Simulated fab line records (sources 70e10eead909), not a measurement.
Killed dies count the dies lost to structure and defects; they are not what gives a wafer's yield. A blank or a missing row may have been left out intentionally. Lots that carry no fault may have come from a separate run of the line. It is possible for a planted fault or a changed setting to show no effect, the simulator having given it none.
Struck lot and sound lot, side by side	flow nand_harc	14 steps out of a route of 1302
Sound: the wafers L462.2, L462.4, L462.6. Struck: wafer L482.3 (L482.1, L482.4, from the same lot, were not struck and are left out); the cause is given at the end.
Per side, at each step with rows, come the tool, then ch with its chambers, and then its first start. Under that, the readings that differ: sound wafers	struck wafers	difference of the means	sigmas: that difference in standard deviations of wafers without a fault.
alike: readings whose means differ by less than 2 such deviations, and words and numbers that are the same on both sides. not compared: withheld readings, readings that some wafer has no value for, bounds like >300 that may hide the same value, and numbers for which the record gives no deviation and whose values overlap.
Wherever a step has rows on one side only, a row that says differs or no value, or a row with sigmas, the two part there. Numbers that have no deviation but don't overlap get no sigmas and don't part them. Lack of a reading on every wafer of one side parts them only where that side has two or more wafers.

NHARC_A_STAIRCASE_TRIM_12: chemistry O2, time 211.2 s.
  sound on rie_diel-01 ch 0,2, day 15 21:02; struck on rie_diel-06 ch 3, day 24 01:01
reading	sound	struck	difference	sigmas
drypump_motor_current_A (A)	6.0 6.1 6.0	5.0	-1.0	-2
  alike: chamber_pressure_mTorr, o2_flow_sccm, oes_product_au, rf_vpp_V, showerhead_plenum_p_Torr, throttle_valve_pct
  not compared: rf_hours_counter_h
then, 1 step without rows for these wafers: NHARC_A_STAIRCASE_ETCH_13 (etches the open film in C4F8/O2, target depth 100 nm, time 40.5 s).
NHARC_A_STAIRCASE_TRIM_14: chemistry O2, time 211.2 s.
  sound: rie_diel-01 ch 0,1,2; struck: rie_diel-06 ch 1
  alike: chamber_pressure_mTorr, drypump_motor_current_A, o2_flow_sccm, oes_product_au, rf_vpp_V, showerhead_plenum_p_Torr, throttle_valve_pct
  not compared: rf_hours_counter_h
then, 2 steps without rows for these wafers: NHARC_A_STAIRCASE_ETCH_15 (etches the open film in C4F8/O2, target depth 100 nm, time 40.5 s); NHARC_A_STAIRCASE_TRIM_16 (chemistry O2, time 211.2 s).
NHARC_A_STAIRCASE_ETCH_17: etches the open film in C4F8/O2, target depth 100 nm, time 40.5 s.
  sound: rie_diel-01 ch 0,1,2; struck: rie_diel-06 ch 0
  alike: chamber_pressure_mTorr, oes_product_au, rf_vpp_V
  not compared: rf_hours_counter_h
then, 2 steps without rows for these wafers: NHARC_A_STAIRCASE_TRIM_18 (chemistry O2, time 211.2 s); NHARC_A_STAIRCASE_ETCH_19 (etches the open film in C4F8/O2, target depth 100 nm, time 40.5 s).
NHARC_A_STAIRCASE_TRIM_20: chemistry O2, time 211.2 s.
  sound on rie_diel-01 ch 0,2, day 15 22:03; struck on rie_diel-06 ch 0, day 24 02:09
reading	sound	struck	difference	sigmas
rf_vpp_V (V)	58.4 56.3 57.3	60.0	+2.7	+3
  alike: chamber_pressure_mTorr, drypump_motor_current_A, o2_flow_sccm, oes_product_au, showerhead_plenum_p_Torr, throttle_valve_pct
  not compared: rf_hours_counter_h
NHARC_A_STAIRCASE_ETCH_21: etches the open film in C4F8/O2, target depth 100 nm, time 40.5 s.
  sound: rie_diel-01 ch 0,1,2; struck: rie_diel-06 ch 3
reading	sound	struck	difference	sigmas
chamber_pressure_mTorr (mTorr)	24.981 25.012 25.010	25.068	+0.067	+3
  alike: oes_product_au, rf_vpp_V
  not compared: rf_hours_counter_h
then, 1 step without rows for these wafers: NHARC_A_STAIRCASE_TRIM_22 (chemistry O2, time 211.2 s).
NHARC_A_STAIRCASE_ETCH_23: etches the open film in C4F8/O2, target depth 100 nm, time 40.5 s.
  sound on rie_diel-01 ch 2,3, day 15 22:36; struck on rie_diel-06 ch 3, day 24 02:38
reading	sound	struck	difference	sigmas
oes_product_au (a.u.)	0.942 0.947 0.946	0.791	-0.154	-12
  alike: chamber_pressure_mTorr, rf_vpp_V
  not compared: rf_hours_counter_h
then, 1 step without rows for these wafers: NHARC_A_STAIRCASE_TRIM_24 (chemistry O2, time 211.2 s).
-- the record jumps here: 9 days lie between the struck wafers' starts before and after (it left off in module A_STAIRCASE and takes up again in module END, whose first step shown is number 1302 of the route) --
NHARC_END_SORT_01:
  here the record holds rows for the struck wafers (prober-02 ch 0, day 33 04:43) but none for the sound ones

== WHERE THEY PART ==
At NHARC_A_STAIRCASE_TRIM_12 first; at NHARC_END_SORT_01 last (within this record only).

WHY: whatever the simulator had introduced
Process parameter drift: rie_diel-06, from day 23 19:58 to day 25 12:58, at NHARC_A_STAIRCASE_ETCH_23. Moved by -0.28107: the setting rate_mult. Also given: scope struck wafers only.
